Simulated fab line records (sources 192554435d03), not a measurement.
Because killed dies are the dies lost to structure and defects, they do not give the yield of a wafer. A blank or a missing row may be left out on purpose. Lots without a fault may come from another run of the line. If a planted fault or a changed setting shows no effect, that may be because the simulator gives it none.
The tool behind it: which one?	flow n5Finfet	9 lots with 27 wafers sampled at 3 steps, on a route of 1938 steps

WHAT THE GAUGES READ, wafer by wafer
N5_BEOL_M11_INSPECT_58: inspects for defects (darkfield).
lot	measured	on	rawDefectCount
L834	day 10 15:32	defectInspect-02	38 73 57
L835	day 10 20:44	defectInspect-01	103 120 93
L836	day 11 10:59	defectInspect-01	45 65 59
L842	day 13 06:46	defectInspect-01	72 33 88
L843	day 13 15:46	defectInspect-02	38 38 60
L844	day 13 16:05	defectInspect-01	63 56 60
L845	day 13 18:49	defectInspect-02	83 106 64
L856	day 16 04:59	defectInspect-02	83 70 49
L854	day 16 08:29	defectInspect-02	66 45 44

WHICH TOOL RAN EACH LOT (tool, then ch and the chambers of the sampled wafers, then the start)
lot	N5_BEOL_M11_CURE_72	N5_BEOL_M11_DEP_56
L834	uvCure-02 ch 0, day 10 13:40	pecvd-04 ch 1,2, day 10 15:27
L835	uvCure-01 ch 2, day 10 17:22	pecvd-03 ch 1,2, day 10 20:39
L836	uvCure-01 ch 2, day 11 07:29	pecvd-01 ch 0,1,2, day 11 10:54
L842	uvCure-01 ch 0, day 13 04:07	pecvd-04 ch 0,1, day 13 06:41
L843	uvCure-03 ch 2, day 13 13:45	pecvd-03 ch 0,2, day 13 15:41
L844	uvCure-01 ch 0, day 13 14:02	pecvd-03 ch 0,1,2, day 13 16:00
L845	uvCure-03 ch 0, day 13 16:40	pecvd-04 ch 0,1, day 13 18:43
L856	uvCure-03 ch 1, day 16 02:46	pecvd-01 ch 1,2, day 16 04:53
L854	uvCure-02 ch 1, day 16 06:07	pecvd-01 ch 0,2, day 16 08:23
- N5_BEOL_M11_CURE_72: cures SiCOH lowk, time 120 s.
- N5_BEOL_M11_DEP_56: deposits SiCN from 3MS/NH3, target thk 30 nm, time 10.5 s.

THE ANSWER, worked out from the rows above alone
Rule: the usual values come from the lots themselves. The widest of any qualifying gaps counts: lots, ordered by their means at a reading, are off when they make up no more than a third of the lots, leave a main group of 4 or more, and stand apart from it by 3 or more times the standard deviation of that group's means. The tables above print the reading to a certain number of digits; a main group whose means all agree to those digits is not used. A lot without any number at a reading at which 4 lots or more have one is off too. The other lots that the step has rows for count as sound.
No lot is off on any of the readings shown, so nothing can be concluded from this.

WHAT THE SIMULATOR HAD PUT IN
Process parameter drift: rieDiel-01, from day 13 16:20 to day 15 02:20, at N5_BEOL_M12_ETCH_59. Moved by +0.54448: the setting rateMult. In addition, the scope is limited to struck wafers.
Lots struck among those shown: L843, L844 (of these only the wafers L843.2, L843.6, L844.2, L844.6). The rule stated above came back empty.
